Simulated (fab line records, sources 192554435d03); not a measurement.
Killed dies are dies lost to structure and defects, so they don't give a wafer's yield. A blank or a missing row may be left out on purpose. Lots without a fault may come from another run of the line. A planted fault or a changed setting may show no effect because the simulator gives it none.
Split-lot experiment | flow n5_finfet | 7 lots, 39 wafers read, on a route of 1938 steps

THE SPLIT
At N5_DUMMY_GATE_EXPOSE_12 (exposes mask GATE, target cd 25 nm), the setting dose_mj was moved away from the recipe's 34 on 9 of the 39 wafers read, by -5.0% to -3.8%. The other wafers ran this setting at the recipe's value.

FROM THE SPLIT TO THE READING: what the file shows between them, 2 steps
- N5_DUMMY_GATE_PEB_13: peb time 60 s
- N5_DUMMY_GATE_DEVELOP_14: develop time 30 s

THE READING
cd_nm, in nm, at N5_DUMMY_GATE_CD_MEAS_15 (target cd 25.8 nm). Fault-free wafers of this fab line usually give 24.96 nm, standard deviation 0.22 nm.

wafer  | tool, chamber at the split | dose_mj as run | against the recipe | cd_nm, nm | against lot-mates on the recipe
L074.1 | euv_scanner-02, 0          | 34             | recipe             | 25.12     | -
L074.2 | euv_scanner-02, 0          | 34             | recipe             | 24.94     | -
L074.3 | euv_scanner-02, 0          | 34             | recipe             | 25.49     | -
L074.4 | euv_scanner-02, 0          | 34             | recipe             | 24.88     | -
L074.5 | euv_scanner-02, 0          | 34             | recipe             | 24.90     | -
L074.6 | euv_scanner-02, 0          | 34             | recipe             | 25.39     | -
L077.1 | euv_scanner-01, 0          | 34             | recipe             | 24.88     | -
L077.2 | euv_scanner-01, 0          | 32.71          | -3.8%              | 25.76     | +0.78
L077.3 | euv_scanner-01, 0          | 34             | recipe             | 24.87     | -
L077.4 | euv_scanner-01, 0          | 34             | recipe             | 25.18     | -
L077.5 | euv_scanner-01, 0          | 32.71          | -3.8%              | 26.12     | +1.14
L077.6 | euv_scanner-01, 0          | 32.71          | -3.8%              | 26.02     | +1.04
L083.1 | euv_scanner-01, 0          | 34             | recipe             | 25.04     | -
L083.2 | euv_scanner-01, 0          | 32.3           | -5.0%              | 25.89     | +0.99
L083.3 | euv_scanner-01, 0          | 32.3           | -5.0%              | 25.89     | +0.99
L083.4 | euv_scanner-01, 0          | 34             | recipe             | 24.80     | -
L083.5 | euv_scanner-01, 0          | 34             | recipe             | 24.85     | -
L083.6 | euv_scanner-01, 0          | 32.3           | -5.0%              | 26.10     | +1.20
L084.1 | euv_scanner-01, 0          | 34             | recipe             | 25.15     | -
L084.2 | euv_scanner-01, 0          | 34             | recipe             | 25.61     | -
L084.3 | euv_scanner-01, 0          | 34             | recipe             | 25.28     | -
L085.1 | euv_scanner-01, 0          | 34             | recipe             | 24.80     | -
L085.2 | euv_scanner-01, 0          | 32.6           | -4.1%              | 25.53     | +0.58
L085.3 | euv_scanner-01, 0          | 32.6           | -4.1%              | 25.79     | +0.84
L085.4 | euv_scanner-01, 0          | 34             | recipe             | 24.97     | -
L085.5 | euv_scanner-01, 0          | 32.6           | -4.1%              | 25.72     | +0.77
L085.6 | euv_scanner-01, 0          | 34             | recipe             | 25.09     | -
L087.1 | euv_scanner-02, 0          | 34             | recipe             | 25.05     | -
L087.2 | euv_scanner-02, 0          | 34             | recipe             | 25.02     | -
L087.3 | euv_scanner-02, 0          | 34             | recipe             | 24.93     | -
L087.4 | euv_scanner-02, 0          | 34             | recipe             | 25.14     | -
L087.5 | euv_scanner-02, 0          | 34             | recipe             | 24.70     | -
L087.6 | euv_scanner-02, 0          | 34             | recipe             | 24.58     | -
L088.1 | euv_scanner-02, 0          | 34             | recipe             | 24.75     | -
L088.2 | euv_scanner-02, 0          | 34             | recipe             | 24.81     | -
L088.3 | euv_scanner-02, 0          | 34             | recipe             | 25.04     | -
L088.4 | euv_scanner-02, 0          | 34             | recipe             | 25.03     | -
L088.5 | euv_scanner-02, 0          | 34             | recipe             | 24.53     | -
L088.6 | euv_scanner-02, 0          | 34             | recipe             | 24.72     | -

THE FIT
A straight line over all 39 wafers: cd_nm changes by -0.203 nm for each +1% of dose_mj; r = -0.85; the points scatter about the line by 0.24 nm.
The same after taking each lot's own level away (the mean of its wafers on the recipe; 39 wafers): -0.214 nm for each +1%; r = -0.90; scatter 0.19 nm.
On that fit, the largest move of dose_mj shifts the reading by 1.1 nm.
The lots' own levels span 24.813 to 25.347 nm, that is 2.4 times the standard deviation above.
So the lot-to-lot level changes the slope little: the two slopes agree.
Check: with one of the wafers moved furthest among these (-5.0%) left out of the fit, the line predicts +1.08 nm for it against its lot-mates. It came out at +0.993 nm against them.

OTHER SPLITS ON THESE WAFERS
These wafers also went through other splits before the reading. Each is held against what the fit with the lots' levels taken away leaves over:
other split on the same wafers | wafers away from the commonest value | r with cd_nm (lot level and that fit taken away)
N5_FIN_SAQP_FIN_ETCH_36 bias_w | 18                                   | +0.13

THE FILE'S OWN FIT
cd_nm changes by -0.215 nm for each +1% of dose_mj, r = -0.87.
